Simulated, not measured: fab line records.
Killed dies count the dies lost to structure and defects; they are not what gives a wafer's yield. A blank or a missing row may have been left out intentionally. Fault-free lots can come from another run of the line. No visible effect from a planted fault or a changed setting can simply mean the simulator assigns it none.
A struck lot beside a sound one	flow n5Finfet	15 out of 1938 route steps
Sound: wafers L141.1, L141.2, L141.5. Struck: wafer L150.5. (L150.3, L150.6 of the same lot were not struck and are left out.) The cause comes at the end.
Order at every step that has rows: each side's tool, ch and its chambers, its first start. Under that, the readings that differ: sound wafers	struck wafers	difference of the means	sigmas: that difference in standard deviations of wafers without a fault.
alike: a reading whose means differ by less than 2 such deviations, as well as words and numbers matching on both sides. not compared: withheld readings; readings where some wafer has no value; bounds like >300 that might hide an equal value; numbers whose values overlap and for which the record gives no deviation.
The two part at a step that has a row with sigmas, a row that says differs or no value, or rows on one side only. When numbers do not overlap yet have no deviation, they are printed without sigmas and do not part them. A reading missing from all wafers of one side parts the sides only when that side holds two or more wafers.

first, 1 step without rows for these wafers: N5_HKMG_FIN_STRIP_33 (strips in N2/H2).
N5_HKMG_FIN_STRIP_34: strips in CF4.
  sound on rieDiel-04 ch 0,1,3, day 6 01:23; struck on rieDiel-02 ch 3, day 8 03:37
reading	sound	struck	difference	sigmas
drypumpMotorCurrentA (A)	5.6 5.8 5.6	4.8	-0.9	-2
oesProductAu (a.u.)	0.73 0.79 0.69	0.84	+0.10	+2
  alike: rfVppV, showerheadPlenumPTorr, throttleValvePct
  not compared: rfFwdPowerW, rfHoursCounterH
N5_HKMG_FIN_ETCH_35: etches SOC in N2/H2, target depth 215.8 nm, time 243.4 s.
  sound on rieDiel-04 ch 0,1,3, day 6 01:24; struck on rieDiel-02 ch 3, day 8 03:38
reading	sound	struck	difference	sigmas
oesProductAu (a.u.)	0.73 0.80 0.73	0.86	+0.11	+2
  alike: drypumpMotorCurrentA, rfFwdPowerW, rfVppV, showerheadPlenumPTorr, throttleValvePct
  not compared: rfHoursCounterH
then, 5 steps without rows for these wafers: N5_HKMG_FIN_STRIP_92 (strips SOC in N2/H2, time 20 s); N5_HKMG_FIN_WET_ETCH_18 (etches TiN in SC1, time 55 s, target depth 5.2 nm, rinse time 30 s); N5_HKMG_FIN_STRIP_19 (strips in N2/H2, time 360 s); N5_HKMG_FIN_ALD_91 (deposits TiN, target thk 1 nm, pulse time 1 s, purge time 3 s); N5_HKMG_FIN_COAT_85 (time 60 s, resist thk 300 nm).
N5_HKMG_FIN_ETCH_86: etches SOC in N2/H2, stops on TiN, target depth 393.2 nm.
  sound on rieDiel-02 ch 0,1, day 6 02:25; struck on rieDiel-04 ch 1, day 8 04:41
  alike: drypumpMotorCurrentA, oesProductAu, rfFwdPowerW, rfVppV, showerheadPlenumPTorr, throttleValvePct
  not compared: rfHoursCounterH
then, 2 steps without rows for these wafers: N5_HKMG_FIN_STRIP_89 (strips SOC in N2/H2, time 20 s); N5_HKMG_FIN_WET_ETCH_87 (etches TiN in SC1, time 154.2 s, target depth 4.7 nm, rinse time 30 s).
N5_HKMG_FIN_STRIP_88: strips in N2/H2, time 360 s.
  sound on plasmaAsher-01 ch 0,1, day 6 02:41; struck on plasmaAsher-02 ch 0, day 8 05:03
reading	sound	struck	difference	sigmas
drypumpMotorCurrentA (A)	6.2 5.7 6.2	5.3	-0.7	-2
  alike: heaterPowerW
  not compared: rfHoursCounterH
N5_HKMG_FIN_NWFM_ALD_20: deposits TiAlC, target thk 2 nm, pulse time 3 s, purge time 2 s.
  sound on aldMetal-04 ch 1,2,3, day 6 03:04; struck on aldMetal-04 ch 0, day 8 05:19
reading	sound	struck	difference	sigmas
aldCycles	7 7 7	4	-3	
model.TiAlC_of_HKMG_FIN_NWFM_ALD_20.thkNm (nm)	2 2 2	1.2	-0.8	
  alike: heaterPowerW, precursorPulseHeightRel
N5_HKMG_FIN_ALD_71: deposits TiN, target thk 1 nm, pulse time 1 s, purge time 3 s.
  sound on aldMetal-04 ch 1,2,3, day 6 03:10; struck on aldMetal-04 ch 0, day 8 05:25
  alike: heaterPowerW, precursorPulseHeightRel
  not compared: aldCycles
after that, 1 step had no rows for these wafers: N5_PASSIVATION_PROBE_49.

WHERE THEY PART
Last at N5_HKMG_FIN_STRIP_88 as far as this record goes, first at N5_HKMG_FIN_STRIP_34. Later steps at which nothing parts them and some readings are alike: N5_HKMG_FIN_NWFM_ALD_20, N5_HKMG_FIN_ALD_71.

WHY: whatever the simulator had introduced
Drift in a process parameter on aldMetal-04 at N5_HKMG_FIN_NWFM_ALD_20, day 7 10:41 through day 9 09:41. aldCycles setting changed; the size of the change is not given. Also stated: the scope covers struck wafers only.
